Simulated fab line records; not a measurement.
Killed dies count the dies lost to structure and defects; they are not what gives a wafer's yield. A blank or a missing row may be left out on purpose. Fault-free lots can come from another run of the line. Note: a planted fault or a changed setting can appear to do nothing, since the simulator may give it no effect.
Split-lot experiment -- flow n5_finfet -- 21 wafers read from 7 lots, route of 1938 steps

== ON THE SPLIT ==
At N5_BEOL_M10_VIA_ETCH_34 (etches SiCOH lowk in C4F6/O2, target depth 184.5 nm, time 69.2 s), the setting source_w was moved away from the recipe's 345 W on 11 of the 21 wafers read, by -17.0% to +17.3%. This setting was run at the recipe's value on the other wafers.

The reading is taken at the split's own step.

== THE READING ==
rf_vpp_V, in V, at N5_BEOL_M10_VIA_ETCH_34 (etches SiCOH lowk in C4F6/O2, target depth 184.5 nm, time 69.2 s). On this fab line, fault-free wafers typically give 668 V with a standard deviation of 12 V.

wafer,"tool, chamber at the split","source_w as run, W",against the recipe,"rf_vpp_V, V",against lot-mates on the recipe
L075.1,"rie_diel-01, 0",345,recipe,658,-
L075.3,"rie_diel-01, 1",345,recipe,680,-
L075.4,"rie_diel-01, 2",345,recipe,650,-
L078.1,"rie_diel-01, 3",345,recipe,672,-
L078.2,"rie_diel-01, 1",286.3,-17.0%,747,+75
L078.6,"rie_diel-01, 0",286.3,-17.0%,724,+52
L085.1,"rie_diel-05, 3",404.8,+17.3%,627,-54
L085.5,"rie_diel-05, 0",404.8,+17.3%,602,-79
L085.6,"rie_diel-05, 3",345,recipe,681,-
L087.3,"rie_diel-06, 0",395.3,+14.6%,619,no lot-mate on the recipe
L087.4,"rie_diel-06, 1",395.3,+14.6%,615,no lot-mate on the recipe
L087.6,"rie_diel-06, 1",395.3,+14.6%,616,no lot-mate on the recipe
L093.3,"rie_diel-06, 2",345,recipe,682,-
L093.4,"rie_diel-06, 3",345,recipe,650,-
L093.6,"rie_diel-06, 3",394.2,+14.3%,608,-58
L097.3,"rie_diel-05, 3",345,recipe,682,-
L097.5,"rie_diel-05, 3",376.7,+9.2%,650,-32
L097.6,"rie_diel-05, 2",376.7,+9.2%,635,-47
L092.1,"rie_diel-06, 2",345,recipe,682,-
L092.3,"rie_diel-06, 1",305.8,-11.4%,703,+29
L092.6,"rie_diel-06, 0",345,recipe,666,-

FIT RESULTS
A straight line over all 21 wafers: rf_vpp_V changes by -3.58 V for each +1% of source_w; r = -0.95; the points scatter about the line by 12 V.
The same after taking each lot's own level away (the mean of its wafers on the recipe; 18 wafers): -3.75 V for each +1%; r = -0.96; scatter 11 V.
Per that fit: largest source_w move, reading shift of 65 V.
The span of the lots' own levels, 662.7 to 682.0 V, comes to 1.6 times the standard deviation stated above.
Hence the lot-to-lot level has little effect on the slope; both slopes agree.
Check: with one of the wafers moved furthest among these (+17.3%) left out of the fit, the line predicts -70.3 V for it against its lot-mates. Against them it came out at -54 V.
Tool readings at the split's step, against how far the setting was moved: rf_vpp_V r = -0.95.

== THE OTHER SPLITS THESE WAFERS WENT THROUGH ==
Note: prior to the reading, these wafers also went through further splits. Each is held against what the fit with the lots' levels taken away leaves over:
other split on the same wafers,wafers away from the commonest value,r with rf_vpp_V (lot level and that fit taken away)
N5_BEOL_M8_DEVELOP_10 develop_time_s,6,-0.18
N5_BEOL_M9_HM_DEP_02 target_thk_a,8,-0.37
N5_BEOL_M9_COAT_59 temp_c,6,-0.05
N5_BEOL_M10_HM_DEP_02 target_thk_a,9,-0.28

== THE FILE'S OWN FIT ==
rf_vpp_V changes by -3.7 V for each +1% of source_w, r = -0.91.
